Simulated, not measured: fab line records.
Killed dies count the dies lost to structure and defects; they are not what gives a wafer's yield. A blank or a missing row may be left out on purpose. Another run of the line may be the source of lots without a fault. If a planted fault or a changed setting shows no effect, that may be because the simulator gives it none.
Matching of chambers ; flow n5 finfet ; 3 sister chambers for N5_BEOL_M10_CMP_52 on cmp-04
The step polishes, stops on SiCOH lowk, t overpolish 7 s, target thk 140 nm. 6 wafers are shown with their chamber, then 7 later ones without.

## EACH WAFER AND ITS CHAMBER
wafer;chamber;motor current A (A);clearing platen rpm (rpm)
L082.5;3;6.2;49.950
L087.2;3;6.0;50.013
L091.1;0;5.5;50.025
L091.2;1;7.1;49.996
L091.5;1;7.1;49.976
L093.1;0;5.4;50.011

## WAFERS MISSING THEIR CHAMBER
wafer;motor current A (A);clearing platen rpm (rpm)
L093.2;7.0;50.005
L096.1;5.8;49.995
L096.2;5.7;49.979
L096.6;6.2;50.017
L097.1;6.6;50.008
L097.2;5.9;49.981
L097.4;5.5;50.005

## WHICH CHAMBER EACH WENT THROUGH
wafer;from the rows above;in truth
L093.2;1;1
L096.1;can't be placed: 3 or 0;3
L096.2;can't be placed: 0 or 3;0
L096.6;3;3
L097.1;can't be placed: 1 or 3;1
L097.2;3;3
L097.4;0;0
4 of 7 placed correctly. Unplaceable from these rows: 3, with the true chamber sitting among the candidates in 3. 0 placed wrongly.
How it was worked out, from the rows above alone: a wafer's distance from a chamber is the root of the sum, over the readings, of the square of ((its reading less the chamber's mean) divided by the reading's scatter). The wafer belongs to the nearest chamber; if the next one is less than 2 further off, it can't be placed. A chamber's mean is the mean of its shown wafers. The scatter is the square root of a quotient: the sum, over the shown wafers, of each reading's squared deviation from its chamber's mean, divided by wafers minus chambers.
